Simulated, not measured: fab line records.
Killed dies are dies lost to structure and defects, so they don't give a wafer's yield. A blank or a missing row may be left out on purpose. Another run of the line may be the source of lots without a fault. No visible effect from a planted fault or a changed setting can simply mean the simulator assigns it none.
Chamber matching | flow n5-finfet | N5_FIN_CUT_CUT_ETCH_26 on rie-diel-05: 4 sister chambers
The step etches SiNx in CH3F/O2, target depth 39 nm, time 55.7 s. 8 wafers are shown with their chamber, then 7 later ones without.

## EACH WAFER AND ITS CHAMBER
wafer  | chamber | drypump-motor-current-A (A) | rf-vpp-V (V)
L075.6 | 1       | 5.5                         | 294
L077.5 | 1       | 5.5                         | 294
L081.4 | 0       | 5.8                         | 302
L082.1 | 3       | 5.8                         | 302
L082.2 | 2       | 5.3                         | 291
L082.5 | 3       | 5.8                         | 303
L087.2 | 2       | 5.2                         | 289
L087.3 | 0       | 5.8                         | 303

## WAFERS MISSING THEIR CHAMBER
wafer  | drypump-motor-current-A (A) | rf-vpp-V (V)
L087.5 | 5.9                         | 302
L088.1 | 5.8                         | 304
L088.3 | 5.6                         | 292
L088.5 | 5.8                         | 301
L090.1 | 5.5                         | 293
L090.3 | 5.9                         | 303
L090.4 | 5.8                         | 301

## THE CHAMBER EACH PASSED THROUGH
wafer  | from the rows above     | in truth
L087.5 | can't be placed: 0 or 3 | 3
L088.1 | can't be placed: 0 or 3 | 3
L088.3 | 1                       | 1
L088.5 | can't be placed: 0 or 3 | 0
L090.1 | 1                       | 1
L090.3 | can't be placed: 0 or 3 | 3
L090.4 | can't be placed: 0 or 3 | 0
Correct placement for 2 of the 7. Cannot be placed on the basis of these rows: 5; the candidates contain the true chamber in 5. Wrongly placed: 0.
How it was worked out, from the rows above alone: a wafer's distance from a chamber is the root of the sum, over the readings, of the square of ((its reading less the chamber's mean) divided by the reading's scatter). If the next closest chamber is less than 2 further off than the closest, the wafer can't be placed; otherwise it belongs to the closest. For every chamber, the mean is computed from those of its wafers that are shown. How the scatter is found: for the shown wafers, subtract from each reading the mean of its chamber, square and add these, divide the total by (wafers less chambers), then take the root.
